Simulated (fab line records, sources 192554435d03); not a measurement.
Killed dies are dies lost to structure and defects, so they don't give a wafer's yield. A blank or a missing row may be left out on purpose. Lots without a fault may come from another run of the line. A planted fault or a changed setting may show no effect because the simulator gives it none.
Split-lot experiment | flow n5_finfet | 7 lots, 21 wafers read, on a route of 1938 steps

THE SPLIT
At N5_BEOL_M13_COAT_04 (resist thk 400 nm), the setting spin_rpm was moved away from the recipe's 1625 rpm on 10 of the 21 wafers read, by -6.7% to +8.6%. The other wafers ran this setting at the recipe's value.

FROM THE SPLIT TO THE READING: what the file shows between them, 3 steps
- N5_BEOL_M13_EBR_06
- N5_BEOL_M13_SOFTBAKE_05: time 60 s
- N5_BEOL_M13_DESCUM_15: chemistry O2, time 7.9 s

THE READING
coat_of_BEOL_M13_COAT_04.thk_nm (the simulator's own value, which no gauge read), in nm, at N5_BEOL_M13_ETCH_59 (etches BARC in N2/H2, target depth 89 nm, overetch 26.7 nm, time 67.9 s). The file gives no usual value for it. The 11 wafers here that ran the recipe average 318.1 nm, standard deviation 1.4 nm.

wafer  | tool, chamber at the split | spin_rpm as run, rpm | against the recipe | coat_of_BEOL_M13_COAT_04.thk_nm, nm | against lot-mates on the recipe
L078.1 | litho_track-01, 0          | 1625                 | recipe             | 315.6                               | -
L078.2 | litho_track-01, 0          | 1625                 | recipe             | 316.8                               | -
L078.6 | litho_track-01, 0          | 1516                 | -6.7%              | 330.8                               | +14.6
L077.3 | litho_track-05, 0          | 1676                 | +3.1%              | 313.8                               | -5.0
L077.5 | litho_track-05, 0          | 1625                 | recipe             | 318.8                               | -
L077.6 | litho_track-05, 0          | 1625                 | recipe             | 318.8                               | -
L082.3 | litho_track-03, 0          | 1568                 | -3.5%              | 326.2                               | +9.2
L082.4 | litho_track-03, 0          | 1625                 | recipe             | 317.4                               | -
L082.5 | litho_track-03, 0          | 1625                 | recipe             | 316.6                               | -
L090.1 | litho_track-05, 0          | 1727                 | +6.3%              | 303.6                               | no lot-mate on the recipe
L090.3 | litho_track-05, 0          | 1727                 | +6.3%              | 302.8                               | no lot-mate on the recipe
L090.6 | litho_track-05, 0          | 1727                 | +6.3%              | 302.8                               | no lot-mate on the recipe
L092.1 | litho_track-05, 0          | 1625                 | recipe             | 317.4                               | -
L092.2 | litho_track-05, 0          | 1625                 | recipe             | 318.4                               | -
L092.6 | litho_track-05, 0          | 1625                 | recipe             | 320.4                               | -
L095.3 | litho_track-05, 0          | 1672                 | +2.9%              | 313.2                               | -6.4
L095.5 | litho_track-05, 0          | 1625                 | recipe             | 319.6                               | -
L095.6 | litho_track-05, 0          | 1672                 | +2.9%              | 313.4                               | -6.2
L094.3 | litho_track-05, 0          | 1765                 | +8.6%              | 302.4                               | -16.4
L094.4 | litho_track-05, 0          | 1625                 | recipe             | 318.8                               | -
L094.6 | litho_track-05, 0          | 1765                 | +8.6%              | 303                                 | -15.8

THE FIT
A straight line over all 21 wafers: coat_of_BEOL_M13_COAT_04.thk_nm changes by -2.01 nm for each +1% of spin_rpm; r = -0.98; the points scatter about the line by 1.7 nm.
The same after taking each lot's own level away (the mean of its wafers on the recipe; 18 wafers): -2 nm for each +1%; r = -0.99; scatter 0.96 nm.
On that fit, the largest move of spin_rpm shifts the reading by 17 nm.
The lots' own levels span 316.20 to 319.60 nm, that is 2.5 times the standard deviation above.
So the lot-to-lot level changes the slope little: the two slopes agree.
Check: with one of the wafers moved furthest among these (+8.6%) left out of the fit, the line predicts -17.2 nm for it against its lot-mates. It came out at -16.4 nm against them.

OTHER SPLITS ON THESE WAFERS
These wafers also went through other splits before the reading. Each is held against what the fit with the lots' levels taken away leaves over:
other split on the same wafers | wafers away from the commonest value | r with coat_of_BEOL_M13_COAT_04.thk_nm (lot level and that fit taken away)
N5_BEOL_M12_PEB_08 peb_temp_c  | 6                                    | -0.31

THE WHOLE CHAIN: every reading that the file lists as answering this split, in the file's order
step                | what it does                                                            | reading                                                                          | change (the file's fit)              | r (the file's)
N5_BEOL_M13_COAT_04 | resist thk 400 nm                                                       | coat_of_BEOL_M13_COAT_04.thk_nm (the simulator's own value, which no gauge read) | -1.91 nm for each +1% of the setting | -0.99
N5_BEOL_M13_ETCH_59 | etches BARC in N2/H2, target depth 89 nm, overetch 26.7 nm, time 67.9 s | coat_of_BEOL_M13_COAT_04.thk_nm (the simulator's own value, which no gauge read) | -2.02 nm for each +1% of the setting | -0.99

THE FILE'S OWN FIT
coat_of_BEOL_M13_COAT_04.thk_nm changes by -2.02 nm for each +1% of spin_rpm, r = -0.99.
